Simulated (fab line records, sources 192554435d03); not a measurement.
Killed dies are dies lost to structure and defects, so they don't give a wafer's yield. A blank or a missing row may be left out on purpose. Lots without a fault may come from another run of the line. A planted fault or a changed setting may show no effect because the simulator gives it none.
fab line records | flow n5_finfet
record lots=24 wafers=72 last_day=20
route steps=1938 shown FIN_SAQP@128 FIN_CUT@164 STI_FIN_REVEAL@189
lots that met no fault: from a run of the same line without faults
start_h: hours from the record's first day to the start of the lot's first wafer shown | wait_h: hours since the lot's step before | " the same as in the row above | L1.1+2: a row that stands for several wafers | - no value, or no start given | * or withheld: withheld | < > ~ a bound
route shown NAME@n: a module of which the file shows steps, and the number in the route of the first | usual: mean/standard deviation of fault-free wafers | same: alike in all rows | chamber/n: place in a boat | sites: the reading at each site | _std_site: their standard deviation | _edge_site: outer sites' mean less inner sites' | radius_mm: how far each site lies from the wafer's centre | mask NAME#n: copy n | behind: the tool/chamber that last shaped the wafer | hold: why the lot was held/for how many hours/how that ended | device: the transistor (n, p or np) that didn't switch | end of line: the same wafers' tests at the end of the route | a step without rows: its recipe alone | killed: dies lost to structure and defects at the first sort, not the wafer's yield | map: a wafer's dies, x killed, . not, _ none there
set.NAME: the setting as run; set.NAME@STEP: as run at that earlier step | model.NAME: the simulator's own value behind a step, which no gauge read
steps of the route over a sample of lots; a table a step, a row a wafer
services: from which hour (start_h, from the record's first day; less than 0 if before it) a tool's chamber was out of use, for how many hours, and why
## steps
# step N5_FIN_SAQP_CD_MEAS_27
# recipe target_cd_nm=20 landing_energy_ev=1000 detector=se_inlens polarity=line
# usual cd_nm=20.34/0.21
# columns lot.wafer tool chamber start_h wait_h cd_nm
L074.2 cd_sem-02 0 24.66 0.1 20.24
L074.3 " 0 " " 20.55
L074.5 " 0 " " 20.82
L075.1 cd_sem-02 0 31.63 0.1 20.33
L075.5 " 0 " " 20.33
L075.6 " 0 " " 20.48
L076.2 cd_sem-02 0 35.59 0.1 20.53
L076.3 " 0 " " 20.74
L076.5 " 0 " " 20.42
L077.4 cd_sem-01 0 41.73 0.0 20.22
L077.5 " 0 " " 20.25
L077.6 " 0 " " 20.47
L078.1 cd_sem-01 0 47.85 0.1 20.19
L078.2 " 0 " " 20.62
L078.6 " 0 " " 20.03
L079.3 cd_sem-01 0 54.57 0.1 20.52
L079.5 " 0 " " 20.44
L079.6 " 0 " " 20.32
L080.3 cd_sem-02 0 60.93 0.1 20.03
L080.4 " 0 " " 20.59
L080.6 " 0 " " 20.08
L081.2 cd_sem-01 0 67.39 0.1 20.13
L081.5 " 0 " " 20.20
L081.6 " 0 " " 20.11
L082.2 cd_sem-03 0 72.25 0.1 20.43
L082.4 " 0 " " 20.12
L082.5 " 0 " " 20.47
L083.2 cd_sem-02 0 79.73 0.1 19.74
L083.5 " 0 " " 20.42
L083.6 " 0 " " 20.13
L084.1 cd_sem-02 0 84.68 0.1 20.21
L084.3 " 0 " " 20.25
L084.4 " 0 " " 20.61
L085.1 cd_sem-03 0 89.99 0.1 20.21
L085.2 " 0 " " 20.23
L085.5 " 0 " " 20.07
L086.2 cd_sem-02 0 96.86 0.1 20.61
L086.4 " 0 " " 20.62
L086.6 " 0 " " 20.73
L087.2 cd_sem-02 0 102.39 0.1 20.11
L087.5 " 0 " " 20.71
L087.6 " 0 " " 20.29
L088.1 cd_sem-02 0 107.62 0.1 19.95
L088.2 " 0 " " 20.44
L088.4 " 0 " " 20.16
L089.1 cd_sem-03 0 114.89 0.1 19.99
L089.2 " 0 " " 20.51
L089.6 " 0 " " 20.35
L090.2 cd_sem-03 0 121.79 0.1 20.25
L090.4 " 0 " " 20.33
L090.6 " 0 " " 20.34
L091.2 cd_sem-02 0 126.66 0.1 20.42
L091.4 " 0 " " 20.44
L091.6 " 0 " " 20.34
L092.3 cd_sem-02 0 133.38 0.1 20.26
L092.4 " 0 " " 20.52
L092.5 " 0 " " 20.28
L093.1 cd_sem-02 0 138.11 0.1 20.26
L093.2 " 0 " " 20.65
L093.5 " 0 " " 20.23
L094.2 cd_sem-03 0 143.94 0.1 20.38
L094.3 " 0 " " 20.44
L094.5 " 0 " " 20.70
L095.1 cd_sem-01 0 150.37 0.1 20.44
L095.4 " 0 " " 20.47
L095.5 " 0 " " 20.35
L096.1 cd_sem-03 0 155.62 0.1 20.13
L096.4 " 0 " " 20.33
L096.6 " 0 " " 20.50
L097.1 cd_sem-03 0 161.70 0.1 20.35
L097.4 " 0 " " 20.37
L097.6 " 0 " " 20.03
# step N5_FIN_SAQP_RECESS_63
# recipe chemistry=HF/NH3 target=SiO2 target_depth_a=180 afs_cycles=3 temp_c=30 sublimation_temp_c=180 sublimation_time_s=60
# usual drypump_motor_current_A=5.5/0.3
# columns lot.wafer tool chamber start_h wait_h drypump_motor_current_A
L074.2 vapor_etch-02 1 24.93 0.1 5.8
L074.3 " 1 " " 5.8
L074.5 " 1 " " 5.8
L075.1 vapor_etch-02 0 31.99 0.1 5.7
L075.5 " 1 " " 5.8
L075.6 " 0 " " 5.7
L076.2 vapor_etch-01 1 35.90 0.1 5.4
L076.3 " 1 " " 5.4
L076.5 " 1 " " 5.3
L077.4 vapor_etch-01 1 42.35 0.4 5.4
L077.5 " 1 " " 5.4
L077.6 " 1 " " 5.4
L078.1 vapor_etch-02 1 48.12 0.1 5.8
L078.2 " 0 " " 5.7
L078.6 " 0 " " 5.7
L079.3 vapor_etch-02 1 54.95 0.2 5.8
L079.5 " 0 " " 5.7
L079.6 " 1 " " 5.8
L080.3 vapor_etch-02 0 61.43 0.2 5.7
L080.4 " 1 " " 5.8
L080.6 " 1 " " 5.8
L081.2 vapor_etch-02 0 67.83 0.1 5.7
L081.5 " 1 " " 5.8
L081.6 " 0 " " 5.7
L082.2 vapor_etch-01 1 72.64 0.2 5.4
L082.4 " 1 " " 5.4
L082.5 " 1 " " 5.4
L083.2 vapor_etch-02 1 80.00 0.1 5.8
L083.5 " 1 " " 5.9
L083.6 " 0 " " 5.7
L084.1 vapor_etch-01 1 84.95 0.1 5.4
L084.3 " 1 " " 5.4
L084.4 " 1 " " 5.4
L085.1 vapor_etch-01 1 90.26 0.1 5.4
L085.2 " 0 " " 4.9
L085.5 " 1 " " 5.4
L086.2 vapor_etch-01 1 97.12 0.1 5.4
L086.4 " 1 " " 5.4
L086.6 " 1 " " 5.4
L087.2 vapor_etch-01 1 102.69 0.1 5.4
L087.5 " 1 " " 5.4
L087.6 " 0 " " 4.9
L088.1 vapor_etch-02 1 107.89 0.1 5.8
L088.2 " 0 " " 5.7
L088.4 " 0 " " 5.7
L089.1 vapor_etch-02 1 115.35 0.1 5.8
L089.2 " 0 " " 5.7
L089.6 " 0 " " 5.7
L090.2 vapor_etch-01 0 122.05 0.1 4.9
L090.4 " 0 " " 4.9
L090.6 " 1 " " 5.4
L091.2 vapor_etch-02 1 127.05 0.1 5.8
L091.4 " 1 " " 5.8
L091.6 " 0 " " 5.7
L092.3 vapor_etch-01 1 133.77 0.2 5.4
L092.4 " 0 " " 4.9
L092.5 " 1 " " 5.4
L093.1 vapor_etch-02 0 138.80 0.1 5.6
L093.2 " 1 " " 5.8
L093.5 " 1 " " 5.8
L094.2 vapor_etch-02 0 144.49 0.1 5.6
L094.3 " 1 " " 5.8
L094.5 " 1 " " 5.8
L095.1 vapor_etch-02 0 150.64 0.1 5.7
L095.4 " 1 " " 5.8
L095.5 " 1 " " 5.8
L096.1 vapor_etch-02 0 155.89 0.1 5.7
L096.4 " 1 " " 5.8
L096.6 " 1 " " 5.8
L097.1 vapor_etch-02 1 161.97 0.1 5.8
L097.4 " 0 " " 5.7
L097.6 " 1 " " 5.8
# step N5_FIN_SAQP_ETCH_64
# recipe chemistry=CF4 target=SiO2 target_depth_a=15 ion_energy_ev=350 pressure_mtorr=10 icp_w=800 bias_w=400 cf4_flow_sccm=80
# usual cf4_flow_sccm=80.00/0.25 drypump_motor_current_A=5.8/0.35 oes_product_au=0.997/0.015 throttle_valve_pct=21.79/0.24
# columns lot.wafer tool chamber start_h wait_h cf4_flow_sccm drypump_motor_current_A oes_product_au rf_hours_counter_h throttle_valve_pct
L074.2 rie_si-01 2 26.75 0.0 80.03 5.5 1.004 7 22.10
L074.3 " 0 " " 79.93 5.5 0.983 - 21.51
L074.5 " 0 " " 80.71 5.5 0.990 - 21.52
L075.1 rie_si-03 0 34.11 0.0 79.59 5.9 0.964 119 21.57
L075.5 " 3 " " 79.95 5.4 0.971 - 21.79
L075.6 " 2 " " 80.39 6.1 0.978 - 21.87
L076.2 rie_si-01 2 37.52 0.0 79.82 5.5 1.003 7 22.09
L076.3 " 1 " " 79.82 5.4 1.027 2 21.55
L076.5 " 2 " " 80.10 5.5 1.007 - 22.08
L077.4 rie_si-03 0 44.07 0.0 79.79 5.9 0.962 119 21.59
L077.5 " 2 " " 79.76 6.1 0.980 - 21.89
L077.6 " 1 " " 79.95 6.1 0.997 - 22.09
L078.1 rie_si-01 2 49.77 0.0 80.06 5.5 1.015 8 22.10
L078.2 " 0 " " 79.96 5.5 0.996 167 21.52
L078.6 " 0 " " 79.95 5.5 0.993 - 21.53
L079.3 rie_si-01 1 56.86 0.0 80.27 5.4 0.998 2 21.52
L079.5 " 3 " " 80.07 6.0 1.001 - 22.07
L079.6 " 0 " " 80.29 5.5 0.987 - 21.53
L080.3 rie_si-03 2 63.11 0.0 79.63 6.2 0.978 38 21.88
L080.4 " 1 " " 79.81 6.1 0.998 21 22.09
L080.6 " 3 " " 79.74 5.4 0.987 - 21.80
L081.2 rie_si-01 2 69.54 0.0 80.18 5.5 1.019 8 22.11
L081.5 " 3 " " 80.36 6.0 1.009 - 22.06
L081.6 " 0 " " 79.97 5.5 0.997 - 21.51
L082.2 rie_si-01 3 74.87 0.0 80.08 6.0 1.004 144 22.07
L082.4 " 1 " " 79.94 5.4 1.010 3 21.54
L082.5 " 0 " " 79.86 5.5 0.982 - 21.51
L083.2 rie_si-03 2 81.70 0.0 79.52 6.2 0.990 38 21.89
L083.5 " 2 " " 79.89 6.1 0.985 - 21.90
L083.6 " 3 " " 80.19 5.4 0.988 - 21.79
L084.1 rie_si-03 0 87.73 0.0 80.05 5.9 0.976 120 21.58
L084.3 " 3 " " 79.91 5.4 0.982 98 21.79
L084.4 " 2 " " 79.84 6.2 0.980 38 21.88
L085.1 rie_si-06 1 92.02 0.0 80.33 5.8 1.006 17 21.82
L085.2 " 2 " " 79.81 6.1 1.015 130 21.80
L085.5 " 0 " " 79.93 6.5 1.013 - 21.34
L086.2 rie_si-06 2 98.77 0.0 80.25 6.0 1.008 130 21.79
L086.4 " 1 " " 80.11 5.9 0.995 17 21.81
L086.6 " 1 " " 79.99 5.8 1.002 - 21.83
L087.2 rie_si-01 3 104.57 0.0 80.22 6.0 0.998 145 22.06
L087.5 " 0 " " 80.09 5.5 0.991 - 21.52
L087.6 " 1 " " 80.15 5.4 1.020 - 21.54
L088.1 rie_si-01 1 109.48 0.1 80.09 5.5 1.015 3 21.52
L088.2 " 3 " " 79.77 6.0 0.996 145 22.06
L088.4 " 2 " " 80.27 5.5 1.019 9 22.09
L089.1 rie_si-03 0 116.94 0.0 80.35 5.9 0.974 120 21.59
L089.2 " 2 " " 80.04 6.1 0.977 39 21.88
L089.6 " 3 " " 80.39 5.4 0.970 - 21.80
L090.2 rie_si-03 2 123.79 0.0 80.28 6.2 0.986 39 21.89
L090.4 " 0 " " 80.04 5.9 0.980 120 21.60
L090.6 " 3 " " 79.84 5.4 0.993 - 21.79
L091.2 rie_si-06 2 129.01 0.0 80.12 6.1 1.010 131 21.81
L091.4 " 1 " " 79.87 5.8 0.996 18 21.82
L091.6 " 1 " " 79.80 5.8 1.008 - 21.81
L092.3 rie_si-03 1 135.24 0.0 80.61 6.1 1.007 22 22.10
L092.4 " 3 " " 79.86 5.4 0.984 98 21.79
L092.5 " 2 " " 79.77 6.2 0.994 - 21.88
L093.1 rie_si-01 1 140.39 0.0 79.54 5.4 1.030 4 21.55
L093.2 " 2 " " 79.66 5.5 1.017 9 22.11
L093.5 " 1 " " 79.36 5.4 1.025 - 21.53
L094.2 rie_si-01 3 146.35 0.0 80.55 6.0 0.999 146 22.05
L094.3 " 1 " " 80.05 5.4 1.017 4 21.54
L094.5 " 3 " " 80.54 6.1 1.003 - 22.06
L095.1 rie_si-03 2 152.59 0.0 79.86 6.1 0.971 40 21.88
L095.4 " 3 " " 79.97 5.4 0.978 99 21.79
L095.5 " 0 " " 79.50 5.9 0.977 - 21.58
L096.1 rie_si-06 0 157.95 0.0 79.97 6.5 1.017 55 21.34
L096.4 " 2 " " 80.07 6.0 1.013 132 21.80
L096.6 " 0 " " 80.19 6.5 1.010 - 21.33
L097.1 rie_si-01 2 163.56 0.0 79.96 5.5 1.010 10 22.09
L097.4 " 0 " " 80.20 5.5 0.997 169 21.52
L097.6 " 2 " " 79.58 5.5 1.009 - 22.10
# step N5_FIN_CUT_OVL_MEAS_09
# recipe points_per_wafer=522
# usual FIN_CUT_OVL=-0.2/0.63
# columns lot.wafer tool chamber start_h wait_h FIN_CUT_OVL[nm]
L074.2 overlay-02 0 27.54 0.0 0.1
L074.3 " 0 " " -0.9
L074.5 " 0 " " -0.6
L075.1 overlay-02 0 34.71 0.0 -0.4
L075.5 " 0 " " 0.3
L075.6 " 0 " " -0.2
L076.2 overlay-01 0 38.25 0.0 -0.3
L076.3 " 0 " " -0.2
L076.5 " 0 " " -0.1
L077.4 overlay-02 0 44.69 0.0 -0.2
L077.5 " 0 " " 0.2
L077.6 " 0 " " -0.6
L078.1 overlay-01 0 50.37 0.0 -1.0
L078.2 " 0 " " -0.5
L078.6 " 0 " " -0.3
L079.3 overlay-02 0 57.69 0.0 -0.5
L079.5 " 0 " " 0.6
L079.6 " 0 " " -1.2
L080.3 overlay-02 0 63.86 0.0 -0.6
L080.4 " 0 " " -0.7
L080.6 " 0 " " 0.5
L081.2 overlay-01 0 70.18 0.0 -0.2
L081.5 " 0 " " 1.0
L081.6 " 0 " " 0.7
L082.2 overlay-01 0 75.48 0.0 0.0
L082.4 " 0 " " -1.0
L082.5 " 0 " " -0.5
L083.2 overlay-02 0 82.31 0.0 -0.5
L083.5 " 0 " " -0.4
L083.6 " 0 " " -0.3
L084.1 overlay-02 0 88.34 0.0 0.2
L084.3 " 0 " " -0.3
L084.4 " 0 " " 0.0
L085.1 overlay-02 0 92.62 0.0 0.7
L085.2 " 0 " " -0.1
L085.5 " 0 " " 0.2
L086.2 overlay-01 0 99.37 0.0 -0.2
L086.4 " 0 " " 0.4
L086.6 " 0 " " 1.6
L087.2 overlay-01 0 105.20 0.0 0.7
L087.5 " 0 " " 1.0
L087.6 " 0 " " 0.0
L088.1 overlay-01 0 110.10 0.0 0.3
L088.2 " 0 " " 0.8
L088.4 " 0 " " 1.0
L089.1 overlay-02 0 117.55 0.0 0.0
L089.2 " 0 " " 0.3
L089.6 " 0 " " 0.3
L090.2 overlay-02 0 124.40 0.0 0.0
L090.4 " 0 " " 0.2
L090.6 " 0 " " 0.8
L091.2 overlay-02 0 129.62 0.0 -0.6
L091.4 " 0 " " -1.7
L091.6 " 0 " " -0.9
L092.3 overlay-01 0 135.86 0.0 -0.3
L092.4 " 0 " " -1.3
L092.5 " 0 " " -0.3
L093.1 overlay-01 0 140.99 0.0 -0.3
L093.2 " 0 " " 0.5
L093.5 " 0 " " 0.3
L094.2 overlay-01 0 146.96 0.0 1.0
L094.3 " 0 " " -0.3
L094.5 " 0 " " -0.6
L095.1 overlay-02 0 153.32 0.0 0.0
L095.4 " 0 " " -0.9
L095.5 " 0 " " -0.4
L096.1 overlay-02 0 158.55 0.0 -0.2
L096.4 " 0 " " -1.3
L096.6 " 0 " " -1.5
L097.1 overlay-02 0 164.16 0.0 -0.4
L097.4 " 0 " " 0.3
L097.6 " 0 " " 0.9
# step N5_STI_FIN_REVEAL_DENSIFY_30
# recipe temp_c=* time_s=* ambient=N2 idle_temp_c=600 ramp_up_c_per_s=150 ramp_down_c_per_s=60 cool_to_c=600
# usual lamp_power_pct=11.53/0.059 lamp_zone_2_pct=11.530/0.021 wafer_temp_C_max=*
# columns lot.wafer tool chamber start_h wait_h lamp_power_pct lamp_zone_2_pct wafer_temp_C_max
L074.2 rtp_anneal-02 0 34.07 0.1 11.54 11.530 *
L074.3 " 0 " " 11.43 11.557 *
L074.5 " 0 " " 11.51 11.571 *
L075.1 rtp_anneal-02 0 42.03 0.2 11.52 11.529 *
L075.5 " 0 " " 11.47 11.571 *
L075.6 " 0 " " 11.61 11.559 *
L076.2 rtp_anneal-02 0 45.49 0.1 11.48 11.511 *
L076.3 " 0 " " 11.55 11.522 *
L076.5 " 0 " " 11.53 11.520 *
L077.4 rtp_anneal-01 0 52.47 0.2 11.50 11.530 *
L077.5 " 0 " " 11.56 11.523 *
L077.6 " 0 " " 11.52 11.555 *
L078.1 rtp_anneal-02 0 58.02 0.0 11.44 11.515 *
L078.2 " 0 " " 11.53 11.528 *
L078.6 " 0 " " 11.57 11.516 *
L079.3 rtp_anneal-02 0 64.83 0.1 11.59 11.544 *
L079.5 " 0 " " 11.50 11.560 *
L079.6 " 0 " " 11.59 11.533 *
L080.3 rtp_anneal-01 0 71.89 0.1 11.51 11.521 *
L080.4 " 0 " " 11.57 11.522 *
L080.6 " 0 " " 11.56 11.512 *
L081.2 rtp_anneal-02 0 77.49 0.2 11.58 11.512 *
L081.5 " 0 " " 11.42 11.523 *
L081.6 " 0 " " 11.60 11.515 *
L082.2 rtp_anneal-01 0 84.08 0.1 11.56 11.504 *
L082.4 " 0 " " 11.52 11.550 *
L082.5 " 0 " " 11.56 11.537 *
L083.2 rtp_anneal-01 0 89.32 0.1 11.54 11.511 *
L083.5 " 0 " " 11.59 11.541 *
L083.6 " 0 " " 11.46 11.520 *
L084.1 rtp_anneal-01 0 95.13 0.0 11.55 11.537 *
L084.3 " 0 " " 11.50 11.483 *
L084.4 " 0 " " 11.57 11.561 *
L085.1 rtp_anneal-02 0 99.28 0.0 11.64 11.530 *
L085.2 " 0 " " 11.54 11.544 *
L085.5 " 0 " " 11.52 11.491 *
L086.2 rtp_anneal-01 0 106.45 0.1 11.61 11.542 *
L086.4 " 0 " " 11.52 11.572 *
L086.6 " 0 " " 11.55 11.510 *
L087.2 rtp_anneal-02 0 111.83 0.1 11.56 11.527 *
L087.5 " 0 " " 11.55 11.545 *
L087.6 " 0 " " 11.47 11.538 *
L088.1 rtp_anneal-01 0 116.61 0.1 11.61 11.512 *
L088.2 " 0 " " 11.49 11.536 *
L088.4 " 0 " " 11.59 11.516 *
L089.1 rtp_anneal-01 0 124.24 0.0 11.48 11.514 *
L089.2 " 0 " " 11.62 11.512 *
L089.6 " 0 " " 11.51 11.536 *
L090.2 rtp_anneal-01 0 131.18 0.1 11.42 11.539 *
L090.4 " 0 " " 11.56 11.552 *
L090.6 " 0 " " 11.54 11.515 *
L091.2 rtp_anneal-02 0 136.72 0.1 11.54 11.541 *
L091.4 " 0 " " 11.53 11.542 *
L091.6 " 0 " " 11.52 11.542 *
L092.3 rtp_anneal-02 0 142.37 0.1 11.48 11.544 *
L092.4 " 0 " " 11.47 11.508 *
L092.5 " 0 " " 11.61 11.538 *
L093.1 rtp_anneal-01 0 148.84 0.0 11.53 11.520 *
L093.2 " 0 " " 11.65 11.533 *
L093.5 " 0 " " 11.55 11.513 *
L094.2 rtp_anneal-02 0 153.54 0.1 11.47 11.531 *
L094.3 " 0 " " 11.52 11.525 *
L094.5 " 0 " " 11.49 11.510 *
L095.1 rtp_anneal-01 0 160.08 0.0 11.54 11.515 *
L095.4 " 0 " " 11.60 11.495 *
L095.5 " 0 " " 11.38 11.541 *
L096.1 rtp_anneal-01 0 165.01 0.0 11.56 11.544 *
L096.4 " 0 " " 11.46 11.521 *
L096.6 " 0 " " 11.52 11.536 *
L097.1 rtp_anneal-01 0 171.51 0.1 11.51 11.544 *
L097.4 " 0 " " 11.52 11.474 *
L097.6 " 0 " " 11.59 11.513 *
# step N5_STI_FIN_REVEAL_STRIP_24
# recipe chemistry=N2/H2 time_s=90 power_w=100 temp_c=40 pressure_mtorr=100 rf_frequency_hz=6e+07 bias_power_w=3 n2_flow_sccm=300 h2_flow_sccm=300
# usual drypump_motor_current_A=5.52/0.24 oes_product_au=0.79/0.083 rf_vpp_V=45.4/0.84 showerhead_plenum_p_Torr=3.40/0.096 throttle_valve_pct=12.16/0.23
# columns lot.wafer tool chamber start_h wait_h drypump_motor_current_A oes_product_au rf_hours_counter_h rf_vpp_V showerhead_plenum_p_Torr throttle_valve_pct
L074.2 rie_diel-06 2 34.29 0.0 5.29 0.76 141 46.4 3.38 11.98
L074.3 " 0 " " 5.56 0.79 131 46.2 3.24 12.25
L074.5 " 2 " " 5.25 0.76 - 45.1 3.38 11.99
L075.1 rie_diel-03 1 42.28 0.0 5.44 0.68 254 45.9 3.44 12.30
L075.5 " 1 " " 5.46 0.68 - 44.7 3.45 12.31
L075.6 " 0 " " 5.47 0.78 - 45.8 3.40 12.07
L076.2 rie_diel-06 2 45.71 0.0 5.32 0.75 145 45.3 3.38 12.00
L076.3 " 1 " " 5.87 0.86 43 44.2 3.43 11.78
L076.5 " 0 " " 5.58 0.78 - 43.4 3.24 12.25
L077.4 rie_diel-03 3 52.71 0.0 5.33 0.98 - 45.8 3.45 12.14
L077.5 " 0 " " 5.46 0.77 - 45.3 3.40 12.08
L077.6 " 2 " " 5.62 0.79 - 45.3 3.14 12.14
L078.1 rie_diel-05 1 58.33 0.0 5.55 0.70 210 46.4 3.48 12.51
L078.2 " 0 " " 5.14 0.78 121 45.4 3.52 12.35
L078.6 " 2 " " 5.92 0.76 - 45.1 3.37 12.03
L079.3 rie_diel-05 0 65.02 0.0 5.13 0.78 124 46.2 3.52 12.37
L079.5 " 1 " " 5.58 0.70 - 46.6 3.48 12.53
L079.6 " 0 " " 5.14 0.78 - 44.8 3.52 12.37
L080.3 rie_diel-03 3 72.07 0.0 5.28 0.93 12 45.3 3.44 12.14
L080.4 " 2 " " 5.61 0.79 107 44.6 3.14 12.16
L080.6 " 0 " " 5.45 0.77 - 44.5 3.40 12.10
L081.2 rie_diel-05 0 77.71 0.0 5.15 0.77 129 46.0 3.52 12.37
L081.5 " 2 " " 5.90 0.75 - 45.6 3.37 12.04
L081.6 " 1 " " 5.57 0.70 - 45.2 3.48 12.54
L082.2 rie_diel-06 1 84.35 0.0 5.89 0.83 56 44.6 3.43 11.83
L082.4 " 3 " " 5.33 0.83 92 45.1 3.41 12.25
L082.5 " 2 " " 5.29 0.75 - 44.4 3.37 12.01
L083.2 rie_diel-05 1 89.70 0.0 5.57 0.69 225 45.1 3.47 12.55
L083.5 " 2 " " 5.93 0.74 - 44.7 3.37 12.05
L083.6 " 0 " " 5.11 0.77 - 45.2 3.52 12.39
L084.1 rie_diel-06 3 95.47 0.0 5.37 0.83 96 44.9 3.41 12.25
L084.3 " 0 " " 5.53 0.77 151 45.6 3.23 12.28
L084.4 " 2 " " 5.30 0.75 161 46.6 3.37 12.04
L085.1 rie_diel-05 2 99.66 0.0 5.92 0.74 170 46.7 3.37 12.06
L085.2 " 3 " " 5.59 0.99 3 44.8 3.46 11.86
L085.5 " 0 " " 5.13 0.77 - 45.2 3.51 12.42
L086.2 rie_diel-06 1 106.67 0.0 5.87 0.83 63 44.4 3.42 11.86
L086.4 " 2 " " 5.31 0.74 165 45.2 3.37 12.06
L086.6 " 2 " " 5.29 0.74 - 45.9 3.37 12.06
L087.2 rie_diel-05 0 112.07 0.0 5.12 0.76 143 46.2 3.51 12.42
L087.5 " 1 " " 5.57 0.69 - 43.6 3.47 12.59
L087.6 " 0 " " 5.12 0.76 - 46.9 3.51 12.43
L088.1 rie_diel-05 0 116.86 0.0 5.12 0.76 145 45.8 3.51 12.41
L088.2 " 2 " " 5.94 0.73 176 45.1 3.36 12.06
L088.4 " 1 " " 5.56 0.69 234 46.5 3.47 12.59
L089.1 rie_diel-03 3 124.49 0.0 5.27 0.90 30 46.5 3.43 12.21
L089.2 " 2 " " 5.61 0.77 126 43.8 3.13 12.19
L089.6 " 0 " " 5.44 0.75 - 45.5 3.39 12.15
L090.2 rie_diel-05 0 131.49 0.0 5.13 0.76 149 44.6 3.51 12.43
L090.4 " 2 " " 5.92 0.74 180 44.6 3.36 12.09
L090.6 " 3 " " 5.62 0.96 - 45.4 3.45 11.86
L091.2 rie_diel-06 0 136.96 0.0 5.54 0.75 166 45.7 3.22 12.34
L091.4 " 1 " " 5.90 0.81 71 45.9 3.42 11.87
L091.6 " 0 " " 5.55 0.75 - 44.8 3.22 12.34
L092.3 rie_diel-05 0 142.56 0.0 5.13 0.76 153 45.7 3.51 12.44
L092.4 " 2 " " 5.92 0.73 185 45.7 3.36 12.09
L092.5 " 2 " " 5.91 0.73 - 45.3 3.36 12.09
L093.1 rie_diel-05 1 149.23 0.0 5.55 0.67 245 44.9 3.46 12.61
L093.2 " 2 " " 5.92 0.73 188 47.1 3.36 12.10
L093.5 " 2 " " 5.92 0.73 - 45.6 3.36 12.10
L094.2 rie_diel-03 3 153.76 0.0 5.31 0.88 40 45.4 3.43 12.23
L094.3 " 2 " " 5.64 0.76 137 45.1 3.12 12.20
L094.5 " 2 " " 5.64 0.76 - 44.6 3.12 12.23
L095.1 rie_diel-06 1 160.32 0.0 5.86 0.81 79 44.4 3.41 11.88
L095.4 " 3 " " 5.37 0.80 120 47.0 3.40 12.32
L095.5 " 3 " " 5.30 0.80 - 44.5 3.40 12.31
L096.1 rie_diel-03 1 165.48 0.0 5.44 0.90 35 45.7 3.42 11.78
L096.4 " 2 " " 5.61 0.76 140 44.8 3.12 12.22
L096.6 " 1 " " 5.47 0.89 - 44.2 3.42 11.78
L097.1 rie_diel-05 3 171.77 0.0 5.63 0.92 29 47.1 3.44 11.93
L097.4 " 2 " " 5.91 0.72 - 45.1 3.35 12.11
L097.6 " 0 " " 5.13 0.75 - 45.9 3.50 12.48
## services
# columns tool chamber start_h hours kind
rie_diel-05 1 5.36 16.8 repair
rie_si-01 3 5.45 46.2 repair
rie_diel-03 1 7.60 22.4 repair
vapor_etch-01 0 8.98 14.0 repair
rie_diel-06 - 13.12 2.8 pm
rie_diel-05 - 20.76 2.8 pm
rie_si-01 1 22.86 4.7 repair
rie_diel-05 - 24.93 0.3 repair
rie_diel-03 2 30.72 2.5 repair
rie_si-06 0 36.93 2.3 repair
rie_si-01 - 40.80 0.2 repair
rie_diel-03 2 52.97 7.7 repair
rie_si-01 1 57.50 3.5 repair
rie_diel-05 3 74.42 - clean
rie_diel-05 3 74.42 - consumable_replace:focus_ring
vapor_etch-01 - 87.31 0.2 repair
rie_si-03 3 89.36 2.0 repair
rie_si-03 - 95.23 0.8 repair
rie_si-03 - 110.33 0.7 repair
rie_diel-06 1 110.57 8.0 repair
rie_si-01 - 115.94 0.4 repair
rie_si-01 0 140.30 7.5 repair
rie_si-01 1 147.26 3.2 repair
rie_si-03 0 162.03 6.1 repair
## key
fault none
